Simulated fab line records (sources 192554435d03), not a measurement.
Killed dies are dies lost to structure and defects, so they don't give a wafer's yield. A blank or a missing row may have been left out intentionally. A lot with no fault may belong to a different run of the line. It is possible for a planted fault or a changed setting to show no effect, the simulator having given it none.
Split-lot trial | flow n5 finfet | on a route of 1938 steps: 7 lots, 21 wafers read

== SPLIT DETAILS ==
At N5_BEOL_M9_ETCH_66 (etches SOC in N2/H2, target depth 80 nm, overetch 16 nm, time 120 s), the setting time s was moved away from the recipe's 120 s on 7 of the 21 wafers read, by -7.4% to +20.6%. All remaining wafers had this setting at the recipe value.

The reading comes from the split's own step.

== THE READING ==
SiARC_of_BEOL_M9_COAT_64.thk nm (the simulator's own value, which no gauge read), in nm, at N5_BEOL_M9_ETCH_66 (etches SOC in N2/H2, target depth 80 nm, overetch 16 nm, time 120 s). There is no usual value for it anywhere in the file. Here, 14 wafers ran the recipe; their average is 6.5 nm with a standard deviation of 0.21 nm.

wafer  | tool, chamber at the split | time s as run, s | against the recipe | SiARC_of_BEOL_M9_COAT_64.thk nm, nm | against lot-mates on the recipe
L079.4 | rie diel-02, 1             | 120              | recipe             | 6.2                                 | -
L079.5 | rie diel-02, 1             | 120              | recipe             | 6.4                                 | -
L079.6 | rie diel-02, 2             | 120              | recipe             | 6.8                                 | -
L080.3 | rie diel-03, 3             | 120              | recipe             | 6.6                                 | -
L080.5 | rie diel-03, 3             | 120              | recipe             | 6.6                                 | -
L080.4 | rie diel-03, 0             | 120              | recipe             | 6.8                                 | -
L081.1 | rie diel-02, 1             | 111.1            | -7.4%              | 6.6                                 | +0.0
L081.2 | rie diel-02, 2             | 111.1            | -7.4%              | 7.2                                 | +0.6
L081.4 | rie diel-02, 0             | 120              | recipe             | 6.6                                 | -
L085.2 | rie diel-03, 0             | 127              | +5.8%              | 6.4                                 | -0.4
L085.5 | rie diel-03, 0             | 120              | recipe             | 6.8                                 | -
L085.6 | rie diel-03, 3             | 127              | +5.8%              | 6.2                                 | -0.6
L084.2 | rie diel-06, 0             | 120              | recipe             | 6.6                                 | -
L084.3 | rie diel-06, 3             | 120              | recipe             | 6.4                                 | -
L084.5 | rie diel-06, 2             | 144.7            | +20.6%             | 5.2                                 | -1.3
L090.1 | rie diel-06, 2             | 133.4            | +11.2%             | 5.8                                 | -0.6
L090.2 | rie diel-06, 3             | 120              | recipe             | 6.4                                 | -
L090.5 | rie diel-06, 3             | 120              | recipe             | 6.4                                 | -
L092.1 | rie diel-06, 2,1           | 120              | recipe             | 6.2                                 | -
L092.3 | rie diel-06, 2,1           | 120              | recipe             | 6.2                                 | -
L092.5 | rie diel-06, 0             | 131.1            | +9.3%              | 5.8                                 | -0.4
The file does not say which wafer passed through which chamber wherever a row lists several chambers: such a row stands for several wafers.

THE FIT
A straight line over all 21 wafers: SiARC_of_BEOL_M9_COAT_64.thk nm changes by -0.0607 nm for each +1% of time s; r = -0.87; the points scatter about the line by 0.22 nm.
The same after taking each lot's own level away (the mean of its wafers on the recipe; 21 wafers): -0.0572 nm for each +1%; r = -0.90; scatter 0.17 nm.
According to that fit, moving time s by its largest amount changes the reading by 1.2 nm.
Measured against the standard deviation above, the lots' own levels, which go from 6.20 to 6.80 nm, span 2.9 times it.
So the lot-to-lot level changes the slope little: the two slopes agree.
Check: with one of the wafers moved furthest among these (+20.6%) left out of the fit, the line predicts -1.1 nm for it against its lot-mates. It came out at -1.3 nm against them.

== OTHER SPLITS ON THESE WAFERS ==
Note: prior to the reading, these wafers also went through further splits. Each is held against what the fit with the lots' levels taken away leaves over:
other split on the same wafers   | wafers away from the commonest value | r with SiARC_of_BEOL_M9_COAT_64.thk nm (lot level and that fit taken away)
N5_BEOL_M7_VIA_ETCH_34 source w  | 8                                    | +0.09
N5_BEOL_M7_TRENCH_ETCH_37 bias w | 6                                    | -0.11
N5_BEOL_M8_ETCH_65 source w      | 8                                    | -0.07
N5_BEOL_M9_EXPOSE_25 dose mj     | 9                                    | -0.01

== FILE'S OWN FIT ==
SiARC_of_BEOL_M9_COAT_64.thk nm changes by -0.0585 nm for each +1% of time s, r = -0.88.
